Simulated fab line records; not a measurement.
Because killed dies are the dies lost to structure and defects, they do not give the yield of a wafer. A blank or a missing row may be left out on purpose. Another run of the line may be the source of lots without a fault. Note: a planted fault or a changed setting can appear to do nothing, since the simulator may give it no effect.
Which of the tools did it? | flow n5 finfet | Sampling: 12 lots, 36 wafers, 4 of 1938 route steps

== WHAT EACH GAUGE READ, for each wafer ==
N5_BEOL_M5_CD_MEAS_28: target cd 30.6 nm, target cd y 20 nm.
lot  | measured     | on        | cd nm (nm)
L076 | day 8 14:44  | cd sem-03 | 30.59 30.87 30.73
L077 | day 9 03:13  | cd sem-01 | 30.69 30.51 30.90
L079 | day 9 16:50  | cd sem-02 | 30.91 30.59 30.57
L081 | day 10 07:27 | cd sem-03 | 30.36 30.76 30.06
L082 | day 10 16:16 | cd sem-02 | 30.03 30.64 30.76
L085 | day 11 13:17 | cd sem-01 | 30.86 30.89 30.43
L088 | day 11 15:30 | cd sem-03 | 30.56 30.66 30.44
L091 | day 11 23:08 | cd sem-01 | 30.10 30.36 30.33
L089 | day 12 06:15 | cd sem-01 | 30.79 30.60 30.95
L093 | day 13 03:51 | cd sem-01 | 30.40 31.06 30.49
L095 | day 13 09:39 | cd sem-03 | 30.48 30.43 30.50
L096 | day 14 03:05 | cd sem-01 | 30.48 31.01 30.98

== EACH LOT AND THE TOOL THAT RAN IT (in order: tool; ch and the chambers of the sampled wafers; start) ==
lot  | N5_BEOL_M4_SPUTTER_90        | N5_BEOL_M5_DESCUM_16               | N5_BEOL_M5_HM_OPEN_17
L076 | pvd sputter-03, day 8 09:11  | rie diel-04 ch 1,2, day 8 13:59    | rie metal-01 ch 0,1, day 8 14:14
L077 | pvd sputter-03, day 8 19:49  | rie diel-05 ch 0,2,3, day 9 01:07  | rie metal-02 ch 0,1, day 9 01:21
L079 | pvd sputter-03, day 9 08:05  | rie diel-05 ch 1,3, day 9 14:34    | rie metal-01 ch 0, day 9 14:49
L081 | pvd sputter-01, day 10 01:56 | rie diel-01 ch 2,3, day 10 06:12   | rie metal-02 ch 0,1, day 10 06:27
L082 | pvd sputter-03, day 10 10:11 | rie diel-05 ch 0,1,3, day 10 15:20 | rie metal-01 ch 1, day 10 15:37
L085 | pvd sputter-03, day 11 05:07 | rie diel-04 ch 0,1,2, day 11 10:49 | rie metal-02 ch 0,1, day 11 11:04
L088 | pvd sputter-02, day 11 09:37 | rie diel-04 ch 0,1, day 11 14:33   | rie metal-02 ch 0,1, day 11 14:48
L091 | pvd sputter-01, day 11 14:47 | rie diel-01 ch 0,3, day 11 20:00   | rie metal-02 ch 0,1, day 11 20:15
L089 | pvd sputter-03, day 11 22:47 | rie diel-05 ch 0,2,3, day 12 03:54 | rie metal-02 ch 0,1, day 12 04:08
L093 | pvd sputter-02, day 12 18:28 | rie diel-01 ch 0,1,2, day 13 00:11 | rie metal-01 ch 0,1, day 13 00:26
L095 | pvd sputter-02, day 13 03:38 | rie diel-01 ch 1,2,3, day 13 08:47 | rie metal-02 ch 0,1, day 13 09:02
L096 | pvd sputter-03, day 13 20:13 | rie diel-01 ch 2,3, day 14 01:16   | rie metal-03 ch 0, day 14 01:32
- N5_BEOL_M4_SPUTTER_90: material Cu, target thk 4.5 nm, time 8.29 s.
- N5_BEOL_M5_DESCUM_16: chemistry O2, time 7 s.
- N5_BEOL_M5_HM_OPEN_17: chemistry Cl2/BCl3, target TiN, target depth 20 nm, overetch 6 nm.

== THE ANSWER, worked out from the rows above alone ==
Rule: the lots themselves supply what counts as usual. Put in order of their means at a reading, lots are off if they are a third of the lots or fewer, leave a main group of 4 or more, and stand apart from it by a gap of 3 or more times the standard deviation of the main group's means; of several such gaps the widest counts. Not used: any main group whose means are identical at the precision the tables above print for the reading. A lot without any number at a reading at which 4 lots or more have one is off too. Where the step has rows for the other lots, those lots are counted as sound.
No lot is off on any of the readings shown, so nothing can be concluded from this.

== WHAT WAS PUT IN BY THE SIMULATOR ==
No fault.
